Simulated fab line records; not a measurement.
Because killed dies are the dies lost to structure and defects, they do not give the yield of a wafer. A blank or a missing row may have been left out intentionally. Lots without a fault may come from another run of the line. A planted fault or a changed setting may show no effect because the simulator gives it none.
Tool commonality check + flow n5 finfet + 10 lots and 27 wafers in the sample

WHY THIS WAS OPENED
Flagged at N5_PASSIVATION_CD_MEAS_30: reading cd nm, on 3 of 10 lots. No-fault wafers: 4000.6 nm, standard deviation 1.7.
Rule: a lot gets a flag if all its wafers with a number sit over 4 standard deviations from that mean, or if no wafer of it has a number. The rest of the lots are taken to be sound.

| lot  | measured     | on        | cd nm (nm), wafer by wafer | flag    |
|------|--------------|-----------|----------------------------|---------|
| L936 | day 14 08:19 | cd sem-03 | 3998.5 3998.9 3998.6       |         |
| L938 | day 14 12:49 | cd sem-02 | 3998.5 3999.2 4000.9       |         |
| L940 | day 15 11:45 | cd sem-01 | 4001.5 3999.1 3998.4       |         |
| L942 | day 15 16:09 | cd sem-02 | 4003.7 4005.0 4003.2       |         |
| L945 | day 16 09:46 | cd sem-01 | 3999.7 4003.0 4003.0       |         |
| L946 | day 17 01:58 | cd sem-03 | 3943.6 3943.9              | FLAGGED |
| L949 | day 17 06:43 | cd sem-01 | 3945.5 3942.3              | FLAGGED |
| L948 | day 17 12:11 | cd sem-02 | 3944.0 3943.1              | FLAGGED |
| L953 | day 19 00:06 | cd sem-03 | 4003.1 4004.0 4000.7       |         |
| L952 | day 19 00:49 | cd sem-01 | 4002.0 3999.6 3999.7       |         |
The mean of the flagged lots' numbers is 3943.7 nm, -56.9 nm from the usual (-33 standard deviations).

TOOL THAT RAN EACH LOT
The record holds 4 process steps before the reading, out of a route of 1938 steps. Every cell lists first the tool, next ch and the chambers used by the sampled wafers, and last the start.
| lot  | flag    | N5_MIM_BOT_LITHO_DESCUM_10         | N5_PASSIVATION_VIA_ETCH_13         | N5_PASSIVATION_SPUTTER_20    | N5_PASSIVATION_EXPOSE_27          |
|------|---------|------------------------------------|------------------------------------|------------------------------|-----------------------------------|
| L936 |         | rie diel-05 ch 0,1,2, day 14 05:02 | rie diel-04 ch 1,3, day 14 06:57   | pvd sputter-02, day 14 07:38 | krf scanner-01 ch 0, day 14 08:09 |
| L938 |         | rie diel-06 ch 0,2,3, day 14 10:02 | rie diel-04 ch 0,1,3, day 14 11:38 | pvd sputter-02, day 14 12:14 | krf scanner-02 ch 0, day 14 12:39 |
| L940 |         | rie diel-05 ch 1,2, day 15 06:22   | rie diel-03 ch 1,2, day 15 08:02   | pvd sputter-01, day 15 11:02 | krf scanner-01 ch 0, day 15 11:35 |
| L942 |         | rie diel-05 ch 0,1,3, day 15 12:51 | rie diel-03 ch 1,2, day 15 14:56   | pvd sputter-03, day 15 15:27 | krf scanner-02 ch 0, day 15 15:58 |
| L945 |         | rie diel-06 ch 0,1, day 16 05:29   | rie diel-04 ch 2,3, day 16 07:40   | pvd sputter-01, day 16 09:04 | krf scanner-01 ch 0, day 16 09:37 |
| L946 | FLAGGED | rie diel-01 ch 0,1, day 16 20:23   | rie diel-03 ch 2,3, day 17 00:45   | pvd sputter-03, day 17 01:23 | krf scanner-01 ch 0, day 17 01:47 |
| L949 | FLAGGED | rie diel-05 ch 0,1, day 17 03:23   | rie diel-03 ch 3, day 17 05:00     | pvd sputter-01, day 17 06:01 | krf scanner-01 ch 0, day 17 06:33 |
| L948 | FLAGGED | rie diel-06 ch 0,2, day 17 08:10   | rie diel-04 ch 0,3, day 17 11:00   | pvd sputter-01, day 17 11:30 | krf scanner-01 ch 0, day 17 12:01 |
| L953 |         | rie diel-06 ch 1,2,3, day 18 19:11 | rie diel-04 ch 1,2,3, day 18 22:42 | pvd sputter-01, day 18 23:31 | krf scanner-02 ch 0, day 18 23:55 |
| L952 |         | rie diel-01 ch 0,1, day 18 18:57   | rie diel-03 ch 1,2, day 18 23:04   | pvd sputter-02, day 19 00:12 | krf scanner-02 ch 0, day 19 00:38 |
What is done by these steps:
- N5_MIM_BOT_LITHO_DESCUM_10: chemistry O2, time 7.9 s.
- N5_PASSIVATION_VIA_ETCH_13: etches SiO2 in CHF3/O2, target depth 660 nm, time 330 s.
- N5_PASSIVATION_SPUTTER_20: material TaN, target thk 50 nm.
- N5_PASSIVATION_EXPOSE_27: exposes mask PAD, defocus 0 nm.
- N5_PASSIVATION_CD_MEAS_30: target cd 4000 nm.

FLAGGED AGAINST TOTAL, ONE TOOL AT A TIME (gauges that did the reading follow at the end)
| step                       | tool           | lots run | flagged | share of the flagged lots | sound lots run after its first flagged lot |
|----------------------------|----------------|----------|---------|---------------------------|--------------------------------------------|
| N5_MIM_BOT_LITHO_DESCUM_10 | rie diel-01    | 2        | 1       | some                      | 1 (L952)                                   |
| N5_MIM_BOT_LITHO_DESCUM_10 | rie diel-05    | 4        | 1       | some                      | 0                                          |
| N5_MIM_BOT_LITHO_DESCUM_10 | rie diel-06    | 4        | 1       | some                      | 1 (L953)                                   |
| N5_PASSIVATION_VIA_ETCH_13 | rie diel-03    | 5        | 2       | some                      | 1 (L952)                                   |
| N5_PASSIVATION_VIA_ETCH_13 | rie diel-04    | 5        | 1       | some                      | 1 (L953)                                   |
| N5_PASSIVATION_SPUTTER_20  | pvd sputter-01 | 5        | 2       | some                      | 1 (L953)                                   |
| N5_PASSIVATION_SPUTTER_20  | pvd sputter-02 | 3        | 0       | none                      | -                                          |
| N5_PASSIVATION_SPUTTER_20  | pvd sputter-03 | 2        | 1       | some                      | 0                                          |
| N5_PASSIVATION_EXPOSE_27   | krf scanner-01 | 6        | 3       | all                       | 0                                          |
| N5_PASSIVATION_EXPOSE_27   | krf scanner-02 | 4        | 0       | none                      | -                                          |
| N5_PASSIVATION_CD_MEAS_30  | cd sem-01      | 4        | 1       | some                      | 1 (L952)                                   |
| N5_PASSIVATION_CD_MEAS_30  | cd sem-02      | 3        | 1       | some                      | 0                                          |
| N5_PASSIVATION_CD_MEAS_30  | cd sem-03      | 3        | 1       | some                      | 1 (L953)                                   |

WHAT IS ALLOWED BY THE TABLE
In the table, 1 row covers all flagged lots: krf scanner-01 at N5_PASSIVATION_EXPOSE_27.
- krf scanner-01 at N5_PASSIVATION_EXPOSE_27: 3 of its 6 lots flagged. Its last sound lot is L945 (day 16 09:37), its first flagged lot L946 (day 17 01:47): a fault that began between those two fits. Its own readings (exposure dose mJ cm2) fall more than 4 standard deviations out on all wafers of the flagged lots.
Just one tool remains: krf scanner-01 at N5_PASSIVATION_EXPOSE_27.

WHAT HAD BEEN PUT IN BY THE SIMULATOR
Process parameters drifting: krf scanner-01 at N5_PASSIVATION_EXPOSE_27, beginning at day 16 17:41. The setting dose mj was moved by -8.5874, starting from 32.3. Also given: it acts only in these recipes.
Shown lots that were struck: L946, L949, L948. Same finding as the rule above.
